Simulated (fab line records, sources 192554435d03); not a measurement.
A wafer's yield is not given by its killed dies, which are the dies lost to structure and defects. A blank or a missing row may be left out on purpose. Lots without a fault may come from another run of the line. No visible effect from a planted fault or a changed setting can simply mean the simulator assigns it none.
Matching of chambers    flow n5_finfet    N5_BEOL_M10_ALD_74 on ald_metal-02 has 4 sister chambers
The step deposits TaN, target thk 2 nm, pulse time 2 s, purge time 3 s. 4 wafers are shown with their chamber, then 9 later ones without.

== WAFERS WITH THEIR CHAMBER ==
wafer   chamber  heater_power_w (W)
L087.6  1        389
L088.1  3        327
L088.4  2        460
L088.5  0        377

== WAFERS WITHOUT THEIR CHAMBER ==
wafer   heater_power_w (W)
L092.1  372
L092.2  383
L092.5  376
L094.2  381
L094.3  377
L094.6  469
L097.2  375
L097.3  457
L097.6  398

== THE CHAMBER EACH PASSED THROUGH ==
wafer    from the rows above       in truth
L092.1   0                         0
L092.2   can't be placed: 0 or 1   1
L092.5   0                         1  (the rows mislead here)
L094.2   can't be placed: 0 or 1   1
L094.3   0                         0
L094.6   2                         2
L097.2   0                         0
L097.3   2                         2
L097.6   1                         1
Correctly placed: 6 of 9. Cannot be placed on the basis of these rows: 2; the candidates contain the true chamber in 2. 1 placed wrongly.
How it was worked out, from the rows above alone: a wafer's distance from a chamber is the root of the sum, over the readings, of the square of ((its reading less the chamber's mean) divided by the reading's scatter). The wafer belongs to the nearest chamber; if the next one is less than 2 further off, it can't be placed. The mean given for a chamber averages the wafers shown for that chamber. The scatter: with one shown wafer a chamber, the root of the mean of the squares of how far each hidden wafer lies from its nearest shown one.
